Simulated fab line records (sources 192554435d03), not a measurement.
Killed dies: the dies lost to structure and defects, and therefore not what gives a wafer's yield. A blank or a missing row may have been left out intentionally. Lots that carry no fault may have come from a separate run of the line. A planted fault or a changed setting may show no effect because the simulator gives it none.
Chamber matching || flow n5_finfet || cmp-03 running N5_BEOL_M10_CMP_52: 4 sister chambers
The step polishes, stops on SiCOH lowk, t overpolish 7 s, target thk 140 nm. 4 wafers are shown with their chamber, then 9 later ones without.

## EACH WAFER AND ITS CHAMBER
{"wafer": "L084.4", "chamber": 0, "motor_current_A (A)": 4.9}
{"wafer": "L086.2", "chamber": 3, "motor_current_A (A)": 6.4}
{"wafer": "L086.4", "chamber": 2, "motor_current_A (A)": 5.6}
{"wafer": "L086.6", "chamber": 1, "motor_current_A (A)": 6.2}

## WAFERS WHOSE CHAMBER IS MISSING
{"wafer": "L087.1", "motor_current_A (A)": 6.3}
{"wafer": "L087.4", "motor_current_A (A)": 5.1}
{"wafer": "L087.6", "motor_current_A (A)": 5.5}
{"wafer": "L092.2", "motor_current_A (A)": 5.2}
{"wafer": "L092.3", "motor_current_A (A)": 6.5}
{"wafer": "L092.4", "motor_current_A (A)": 5.2}
{"wafer": "L093.1", "motor_current_A (A)": 5.2}
{"wafer": "L093.3", "motor_current_A (A)": 6.1}
{"wafer": "L093.4", "motor_current_A (A)": 6.6}

## CHAMBER TAKEN BY EACH
{"wafer": "L087.1", "from the rows above": "can't be placed: 1 or 3", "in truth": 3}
{"wafer": "L087.4", "from the rows above": "can't be placed: 0 or 2", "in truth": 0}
{"wafer": "L087.6", "from the rows above": 2, "in truth": 2}
{"wafer": "L092.2", "from the rows above": "can't be placed: 0 or 2", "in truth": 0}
{"wafer": "L092.3", "from the rows above": "can't be placed: 3 or 1", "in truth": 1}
{"wafer": "L092.4", "from the rows above": "can't be placed: 0 or 2", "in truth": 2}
{"wafer": "L093.1", "from the rows above": "can't be placed: 0 or 2", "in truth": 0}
{"wafer": "L093.3", "from the rows above": "can't be placed: 1 or 3 or 2", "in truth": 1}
{"wafer": "L093.4", "from the rows above": "can't be placed: 3 or 1", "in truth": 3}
Placed correctly: 1 of 9. From these rows, 8 cannot be placed; in 8 the true chamber is one of the candidates. Placed wrongly: 0.
How it was worked out, from the rows above alone: a wafer's distance from a chamber is the root of the sum, over the readings, of the square of ((its reading less the chamber's mean) divided by the reading's scatter). If the next closest chamber is less than 2 further off than the closest, the wafer can't be placed; otherwise it belongs to the closest. For every chamber, the mean is computed from those of its wafers that are shown. The scatter (one wafer shown for each chamber): square how far every hidden wafer sits from the nearest shown wafer, average those squares and take the square root.
